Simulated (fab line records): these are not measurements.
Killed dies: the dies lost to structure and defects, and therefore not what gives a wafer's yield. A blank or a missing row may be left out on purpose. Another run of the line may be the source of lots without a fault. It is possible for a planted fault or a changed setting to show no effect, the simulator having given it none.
Problem report, 8D (eight disciplines) form, completed by code | flow n5 finfet | the parts of the form that need people (team, actions taken, sign-off) are left out

## 1. WHAT IS WRONG
N5_PASSIVATION_PROBE_49, killed_at_M4_up: mean 146 over 1 wafer from 1 lot; wafers with no fault: 13, standard deviation 4.9. That is +27 standard deviations from the usual mean.
The first sign was on wafer L828.5 at day 15 15:58, on prober-01. At this step, 33 wafers from 11 lots have a number in the record. Rule for "out", or "out of limits": more than 4 standard deviations from the usual mean. Any other wafer with a number is counted as sound.

## 2. WHAT IT IS; WHAT IT IS NOT
question                    | is                                                                                                                  | is not
which readings at this step | killed_at_M4_up, defect limited yield, killed dies, killed on rim, sort_bin_5_function, sort n pass, sort yield pct | killed_at_M0_to_M3, killed at contacts, killed at front end, killed at other, killed open, killed short, sort_bin_8_speed
which lots                  | L828                                                                                                                | L817, L819, L820, L821, L822, L825, L836, L837, L839, L840
which wafers of those lots  | L828.5                                                                                                              | L828.2, L828.6
read on which tools         | prober-01                                                                                                           | prober-02
when                        | from day 15 15:58                                                                                                   | up to then (19 sound wafers); but 13 sound wafers of L828, L836, L837, L839, L840 came after

## 3. THE SUSPECTS, EACH WITH WHAT RULES IT OUT
Counting: a tool at a process step up to the reading stays a suspect if it ran every lot that is out. Sound lots after the first of them don't rule it out here, since some wafers of a struck lot are sound.
- pvd sputter-02 at N5_BEOL_M13_PRE_CLEAN_42 (time 30 s): kept. L828, the lot that is out, went through it at day 14 07:40; up to then, the latest sound lot through it was L825 at day 13 07:29.
- rie diel-04 at N5_PASSIVATION_STRIP_34 (strips in O2): kept. L828, the lot that is out, went through it at day 15 11:24; up to then, the latest sound lot through it was L825 at day 14 08:00.
- rie diel-04 at N5_PASSIVATION_STRIP_48 (strips in O2): kept. L828, the lot that is out, went through it at day 15 13:15; up to then, the latest sound lot through it was L825 at day 14 09:43.
- prober-01 at N5_PASSIVATION_PROBE_49: kept. L828, the lot that is out, went through it at day 15 15:49; up to then, the latest sound lot through it was L825 at day 14 12:15. Its own readings are out on those wafers: defect limited yield, killed_at_M4_up, killed dies, killed on rim, sort_bin_5_function, sort n pass, sort yield pct.
- At N5_PASSIVATION_STRIP_34, inside rie diel-04: chamber 2 took the wafers that are out, while their sound lot-mates went through chambers 0, 1.
Left after counting: pvd sputter-02 at N5_BEOL_M13_PRE_CLEAN_42, rie diel-04 at N5_PASSIVATION_STRIP_34, rie diel-04 at N5_PASSIVATION_STRIP_48, prober-01 at N5_PASSIVATION_PROBE_49.

## 4. THE CAUSE (what the simulator had put in)
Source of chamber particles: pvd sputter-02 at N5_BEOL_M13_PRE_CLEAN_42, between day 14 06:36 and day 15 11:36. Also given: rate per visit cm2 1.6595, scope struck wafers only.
4 suspects survive the count, and this tool is in that group.

## 5. THE CHAIN OF EFFECTS, in route order
Each row: a reading where the mean over the struck wafers with a number is more than 3 standard deviations away from the usual. Only readings for which the record gives a usual standard deviation are gone through. hours: the time from each lot's start at the first step in this table that gives one to its start at this step, as a median over the lots. sigmas: the change in usual standard deviations.
hours | step                    | reading              | usual  | on struck wafers | change | sigmas
0     | N5_PASSIVATION_PROBE_49 | defect limited yield | 91.7 % | 79.3             | -12.4  | -10
0     | N5_PASSIVATION_PROBE_49 | killed_at_M4_up      | 13     | 146              | +133   | +27
0     | N5_PASSIVATION_PROBE_49 | killed dies          | 97     | 244              | +147   | +10
0     | N5_PASSIVATION_PROBE_49 | killed on rim        | 13     | 34               | +21    | +5.5
0     | N5_PASSIVATION_PROBE_49 | sort_bin_5_function  | 4.8 %  | 11.9             | +7.1   | +8.7
0     | N5_PASSIVATION_PROBE_49 | sort_bin_6_memory    | 3.1 %  | 5.1              | +2.0   | +3.4
0     | N5_PASSIVATION_PROBE_49 | sort n pass          | 1083   | 936              | -147   | -10
0     | N5_PASSIVATION_PROBE_49 | sort yield pct       | 91.7 % | 79.3             | -12.4  | -10
Here are the process steps it includes:
- N5_PASSIVATION_PROBE_49

## 6. HOW IT WOULD HAVE BEEN CAUGHT EARLIER
33 hours passed between the start of the fault at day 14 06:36 and the first reading out of limits in this record, taken at day 15 15:58.
Tool readings at N5_BEOL_M13_PRE_CLEAN_42 with a usual standard deviation given in the record: none out on any struck wafer, hence no alarm at a limit of 4 standard deviations on them.
All the lots that are out (1) had begun N5_BEOL_M13_PRE_CLEAN_42 on pvd sputter-02 by day 15 15:58. Holding the tool at that point would not have protected any of them.
